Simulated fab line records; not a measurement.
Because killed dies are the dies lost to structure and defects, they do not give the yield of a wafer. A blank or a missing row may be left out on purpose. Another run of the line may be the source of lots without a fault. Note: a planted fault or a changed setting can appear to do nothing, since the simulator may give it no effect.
Which tool was responsible?	flow n5 finfet	23 wafers from 9 lots sampled at 5 of the route's 1938 steps

## WHAT EACH GAUGE READ, for each wafer
N5_BEOL_M4_RC_MEAS_101.
lot	measured	on	DIBL_N (mV/V)	DIBL_P (mV/V)	IOFF_N (nA/um)	IOFF_P (nA/um)	ION_N (uA/um)	ION_P (uA/um)	RC_DENSE_N (ohm.um)	RC_DENSE_P (ohm.um)	RC_N (ohm.um)	RC_P (ohm.um)	SS_N (mV/dec)	SS_P (mV/dec)	VT_N (mV)	VT_P (mV)
L672	day 8 00:02	prober-02	35.3 36.1 36.5	35.1 35.6 36.0	0.145 0.159 0.167	0.20 0.21 0.22	682 679 675	464 471 462	20.1 18.5 18.6	24.9 23.0 23.5	16.2 15.1 15.1	20.4 18.9 18.8	70.8 70.7 70.7	72.4 72.5 72.9	250 248 249	-248 -247 -251
L673	day 8 04:13	prober-01	32.7 35.3	32.0 35.6	0.112 0.149	0.15 0.19	668 671	454 462	19.2 19.7	23.9 24.4	15.6 15.9	19.6 19.9	70.4 71.5	72.0 72.9	253 249	-257 -253
L678	day 9 17:41	prober-01	37.7 35.0	40.4 36.8	0.219 0.160	0.27 0.20	702 675	478 459	19.1 19.0	23.6 23.4	15.5 15.4	19.3 19.3	71.6 71.2	74.7 72.7	243 250	-248 -252
L681	day 10 22:34	prober-01	35.6 36.8 35.2	36.5 39.4 38.0	0.143 0.181 0.152	0.18 0.22 0.20	676 691 668	461 468 456	21.1 22.1 21.1	26.1 27.4 26.0	17.3 17.9 17.2	21.7 22.8 21.3	71.3 72.5 72.0	73.0 73.3 72.7	252 249 250	-257 -252 -255
L682	day 10 19:26	prober-01	38.4 36.8	39.4 37.8	0.207 0.172	0.26 0.22	691 670	466 456	19.4 19.2	24.2 24.1	16.0 15.7	19.8 19.5	71.6 71.4	74.6 74.6	246 249	-249 -252
L683	day 11 00:25	prober-02	37.0 35.0 35.2	34.4 33.2 32.7	0.143 0.127 0.130	0.18 0.17 0.16	660 665 671	459 462 458	21.1 21.2 21.1	26.1 26.6 26.4	17.1 17.4 17.1	21.5 21.6 21.6	71.6 70.7 71.0	73.0 72.5 72.9	253 253 254	-253 -256 -257
L684	day 11 02:11	prober-01	37.0 36.2 37.1	36.9 37.5 37.5	0.165 0.169 0.171	0.19 0.20 0.20	680 685 691	460 469 471	18.6 18.2 18.0	23.2 22.8 22.4	15.2 14.9 14.9	19.1 18.7 18.4	72.2 71.6 72.1	73.3 73.2 74.1	249 251 249	-254 -252 -256
L692	day 13 12:34	prober-02	34.3 34.5	34.8 34.4	0.135 0.128	0.20 0.18	665 665	463 462	18.6 18.3	23.0 22.7	15.3 14.9	18.9 18.5	71.1 70.9	73.0 73.1	251 253	-249 -252
L694	day 13 21:29	prober-02	36.5 35.6 36.0	36.4 35.2 35.8	0.155 0.144 0.139	0.19 0.16 0.17	671 678 670	453 456 452	18.9 18.8 18.7	23.4 23.4 23.1	15.5 15.3 15.2	19.0 19.0 19.2	72.0 71.4 71.6	73.5 73.4 73.5	250 251 249	-254 -257 -253

## WHICH TOOL RAN EACH LOT (tool, then ch and the chambers of the sampled wafers, then the start)
lot	N5_MOL_CONTACT_COAG_ETCH_105	N5_MOL_CONTACT_COAG_ETCH_106	N5_MOL_CONTACT_COAG_ETCH_110	N5_MOL_CONTACT_COAG_IMPLANT_129
L672	rie diel-06 ch 1,2, day 5 02:55	rie diel-06 ch 1,2, day 5 02:56	rie diel-06 ch 1,2, day 5 03:08	implanter-01 ch 0, day 5 03:19
L673	rie diel-03 ch 0,2, day 5 04:44	rie diel-03 ch 0,2, day 5 04:46	rie diel-03 ch 0,2, day 5 04:58	implanter-02 ch 0, day 5 05:07
L678	rie diel-02 ch 2,3, day 6 09:41	rie diel-02 ch 2,3, day 6 09:43	rie diel-02 ch 2,3, day 6 09:55	implanter-02 ch 0, day 6 10:07
L681	rie diel-02 ch 0,1, day 7 04:21	rie diel-02 ch 0,1, day 7 04:23	rie diel-02 ch 0,1, day 7 04:35	implanter-02 ch 0, day 7 04:46
L682	rie diel-02 ch 0,2, day 7 10:29	rie diel-02 ch 0,2, day 7 10:31	rie diel-02 ch 0,2, day 7 10:43	implanter-01 ch 0, day 7 10:56
L683	rie diel-03 ch 0,2,3, day 7 18:20	rie diel-03 ch 0,2,3, day 7 18:22	rie diel-03 ch 0,2,3, day 7 18:33	implanter-02 ch 0, day 7 18:44
L684	rie diel-02 ch 0,1, day 8 00:28	rie diel-02 ch 0,1, day 8 00:29	rie diel-02 ch 0,1, day 8 00:41	implanter-01 ch 0, day 8 00:50
L692	rie diel-03 ch 1,2, day 9 22:54	rie diel-03 ch 1,2, day 9 22:56	rie diel-03 ch 1,2, day 9 23:07	implanter-01 ch 0, day 9 23:22
L694	rie diel-02 ch 0,1, day 10 11:22	rie diel-02 ch 0,1, day 10 11:23	rie diel-02 ch 0,1, day 10 11:35	implanter-02 ch 0, day 10 11:44
- N5_MOL_CONTACT_COAG_ETCH_105: etches SiARC in CF4, target depth 15.6 nm, time 26 s.
- N5_MOL_CONTACT_COAG_ETCH_106: etches SOC in N2/H2, target depth 80 nm, overetch 16 nm, time 120 s.
- N5_MOL_CONTACT_COAG_ETCH_110: etches Si in CF4/O2, target depth 2.5 nm, time 8 s.
- N5_MOL_CONTACT_COAG_IMPLANT_129

## AS READ BY THE TOOLS THEMSELVES (means over the sampled wafers that have a number; for cases with no such wafer, the mark the record gives instead)
N5_MOL_CONTACT_COAG_ETCH_105.
lot	tool	drypump motor current A (A)	etch rf on time s (s)	oes product au (a.u.)	rf vpp V (V)	showerhead plenum p Torr (Torr)	throttle valve pct (%)
L672	rie diel-06	5.8	25.4	0.74	185.1	2.11	15.35
L673	rie diel-03	5.8	25.6	0.77	185.2	2.21	15.69
L678	rie diel-02	5.2	25.6	0.66	184.4	2.13	15.45
L681	rie diel-02	6.0	25.6	0.66	184.6	2.17	15.69
L682	rie diel-02	6.0	25.8	0.70	182.8	2.11	15.73
L683	rie diel-03	5.8	25.8	0.74	184.5	2.20	15.60
L684	rie diel-02	6.0	25.5	0.66	184.6	2.17	15.70
L692	rie diel-03	5.6	25.1	0.77	186.3	2.26	15.56
L694	rie diel-02	5.9	25.4	0.81	183.5	2.16	15.39

N5_MOL_CONTACT_COAG_ETCH_106.
lot	tool	drypump motor current A (A)	oes product au (a.u.)	rf vpp V (V)	showerhead plenum p Torr (Torr)	throttle valve pct (%)
L672	rie diel-06	5.8	0.77	522.7	2.50	17.56
L673	rie diel-03	5.8	0.81	526.8	2.65	18.10
L678	rie diel-02	5.2	0.68	523.6	2.54	17.71
L681	rie diel-02	5.9	0.70	524.5	2.57	17.89
L682	rie diel-02	6.0	0.72	524.1	2.50	18.00
L683	rie diel-03	5.7	0.77	525.2	2.62	18.00
L684	rie diel-02	5.9	0.68	524.9	2.57	17.91
L692	rie diel-03	5.6	0.79	528.2	2.70	17.82
L694	rie diel-02	6.0	0.83	524.3	2.55	17.62

N5_MOL_CONTACT_COAG_ETCH_110.
lot	tool	drypump motor current A (A)	oes product au (a.u.)	rf vpp V (V)	showerhead plenum p Torr (Torr)	throttle valve pct (%)
L672	rie diel-06	5.8	0.87	126	2.19	10.46
L673	rie diel-03	5.8	0.91	126	2.30	10.73
L678	rie diel-02	5.2	0.76	127	2.22	10.64
L681	rie diel-02	5.9	0.78	130	2.25	10.86
L682	rie diel-02	6.0	0.82	126	2.19	10.82
L683	rie diel-03	5.8	0.87	128	2.28	10.65
L684	rie diel-02	6.0	0.78	128	2.25	10.89
L692	rie diel-03	5.5	0.90	124	2.34	10.61
L694	rie diel-02	6.0	0.94	130	2.24	10.42

N5_MOL_CONTACT_COAG_IMPLANT_129.
lot	tool	beam energy keV	beam on s (s)	dose ions cm2	end station pressure torr (Torr)	rotation deg (degrees)
L672	implanter-01	3.0004	32	6.004e+14	7e-06	0.000
L673	implanter-02	3.0013	38	6.004e+14	6e-06	-0.025
L678	implanter-02	3.0019	40	5.990e+14	6e-06	-0.010
L681	implanter-02	2.9994	10	1.333e+14	6e-06	0.017
L682	implanter-01	2.9993	32	6.008e+14	6e-06	0.002
L683	implanter-02	2.9990	10	1.342e+14	6e-06	0.019
L684	implanter-01	2.9995	32	6.001e+14	6e-06	-0.002
L692	implanter-01	2.9992	32	5.994e+14	6e-06	0.008
L694	implanter-02	2.9987	39	5.996e+14	6e-06	0.011

## THE ANSWER, worked out from the rows above alone
Rule: the usual values come from the lots themselves. Put in order of their means at a reading, lots are off if they are a third of the lots or fewer, leave a main group of 4 or more, and stand apart from it by a gap of 3 or more times the standard deviation of the main group's means; of several such gaps the widest counts. The tables above print the reading to a certain number of digits; a main group whose means all agree to those digits is not used. A lot without any number at a reading at which 4 lots or more have one is off too. Any other lot the step has rows for is counted as sound. First the gauges in route order, then the tools' own readings, where a lot's mean is used as printed above. The first step at which some lot is off is used, and at that step the reading that is off furthest; a lot without a number counts as furthest.
Off: L681, L683, at N5_BEOL_M4_RC_MEAS_101 (RC_P). The main group: mean 19.2 ohm.um, standard deviation 0.38.
If a tool, at a process step before that reading, ran all the lots that are off and no sound lot after the first of them, it fits. The gauges at N5_BEOL_M4_RC_MEAS_101 aren't tried: what is off there is off at N5_MOL_CONTACT_COAG_IMPLANT_129 too, on other tools, and a gauge's error can't cause that. Of those tried, none fits.

## WHAT WAS PUT IN BY THE SIMULATOR
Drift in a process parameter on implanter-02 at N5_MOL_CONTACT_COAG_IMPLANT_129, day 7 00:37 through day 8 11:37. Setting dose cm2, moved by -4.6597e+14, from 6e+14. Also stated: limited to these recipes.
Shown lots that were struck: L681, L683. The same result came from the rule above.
